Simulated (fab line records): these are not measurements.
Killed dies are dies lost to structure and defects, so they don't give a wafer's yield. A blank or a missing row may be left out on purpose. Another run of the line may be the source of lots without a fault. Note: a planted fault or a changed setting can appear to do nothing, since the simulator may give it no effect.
Matching of chambers / flow n5-finfet / N5_SD_EPI_N_ETCH_35 on rie-diel-04 has 4 sister chambers
The step etches SOC in N2/H2, overetch 108 nm, time 486 s. 4 wafers are shown with their chamber, then 9 later ones without.

## WAFERS, EACH WITH ITS CHAMBER
wafer=L086.4; chamber=0; showerhead-plenum-p-Torr (Torr)=2.70
wafer=L090.5; chamber=1; showerhead-plenum-p-Torr (Torr)=2.41
wafer=L091.3; chamber=2; showerhead-plenum-p-Torr (Torr)=2.48
wafer=L091.5; chamber=3; showerhead-plenum-p-Torr (Torr)=2.52

## WAFERS MISSING THEIR CHAMBER
wafer=L094.1; showerhead-plenum-p-Torr (Torr)=2.69
wafer=L094.2; showerhead-plenum-p-Torr (Torr)=2.52
wafer=L094.4; showerhead-plenum-p-Torr (Torr)=2.41
wafer=L095.2; showerhead-plenum-p-Torr (Torr)=2.47
wafer=L095.5; showerhead-plenum-p-Torr (Torr)=2.69
wafer=L095.6; showerhead-plenum-p-Torr (Torr)=2.52
wafer=L096.1; showerhead-plenum-p-Torr (Torr)=2.69
wafer=L096.2; showerhead-plenum-p-Torr (Torr)=2.40
wafer=L096.3; showerhead-plenum-p-Torr (Torr)=2.52

## WHICH CHAMBER EACH ONE RAN IN
wafer=L094.1; from the rows above=0; in truth=0
wafer=L094.2; from the rows above=3; in truth=3
wafer=L094.4; from the rows above=1; in truth=1
wafer=L095.2; from the rows above=2; in truth=2
wafer=L095.5; from the rows above=0; in truth=0
wafer=L095.6; from the rows above=3; in truth=3
wafer=L096.1; from the rows above=0; in truth=0
wafer=L096.2; from the rows above=1; in truth=1
wafer=L096.3; from the rows above=3; in truth=3
Correct placement for 9 of the 9. Left unplaced by these rows: 0. Placed wrongly: 0.
How it was worked out, from the rows above alone: a wafer's distance from a chamber is the root of the sum, over the readings, of the square of ((its reading less the chamber's mean) divided by the reading's scatter). The wafer belongs to the nearest chamber; if the next one is less than 2 further off, it can't be placed. Each chamber's mean is taken over the wafers shown for it. The scatter (one wafer shown for each chamber): square how far every hidden wafer sits from the nearest shown wafer, average those squares and take the square root.
